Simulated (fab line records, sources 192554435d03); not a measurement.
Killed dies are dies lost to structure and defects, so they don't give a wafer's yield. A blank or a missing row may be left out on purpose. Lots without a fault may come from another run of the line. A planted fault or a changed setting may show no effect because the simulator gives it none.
Chamber matching | flow n5_finfet | N5_PASSIVATION_PECVD_35 on pecvd-03: 3 sister chambers
The step deposits SiNx from SiH4/NH3/N2, target thk 700 nm, time 151.3 s. 6 wafers are shown with their chamber, then 7 later ones without.

WAFERS WITH THEIR CHAMBER
wafer  | chamber | throttle_valve_pct (%) | showerhead_plenum_p_Torr (Torr)
L553.3 | 2       | 26.6                   | 8.69
L554.1 | 0       | 28.4                   | 8.70
L554.3 | 1       | 31.5                   | 8.75
L554.5 | 2       | 26.4                   | 8.71
L555.1 | 1       | 31.5                   | 8.75
L555.4 | 0       | 28.6                   | 8.70

WAFERS WITHOUT THEIR CHAMBER
wafer  | throttle_valve_pct (%) | showerhead_plenum_p_Torr (Torr)
L555.6 | 26.7                   | 8.69
L565.1 | 28.8                   | 8.71
L565.4 | 27.1                   | 8.70
L565.6 | 28.9                   | 8.69
L571.1 | 28.7                   | 8.72
L571.4 | 27.0                   | 8.72
L571.6 | 31.3                   | 8.72

WHICH CHAMBER EACH WENT THROUGH
wafer  | from the rows above | in truth
L555.6 | 2                   | 2
L565.1 | 0                   | 0
L565.4 | 2                   | 2
L565.6 | 0                   | 0
L571.1 | 0                   | 0
L571.4 | 2                   | 2
L571.6 | 1                   | 1
Placed correctly: 7 of 7. Can't be placed from these rows: 0. Placed wrongly: 0.
How it was worked out, from the rows above alone: a wafer's distance from a chamber is the root of the sum, over the readings, of the square of ((its reading less the chamber's mean) divided by the reading's scatter). The wafer belongs to the nearest chamber; if the next one is less than 2 further off, it can't be placed. A chamber's mean is the mean of its shown wafers. The scatter: the root of (the sum of the squares of (reading less its chamber's mean) over the shown wafers, divided by (wafers less chambers)).
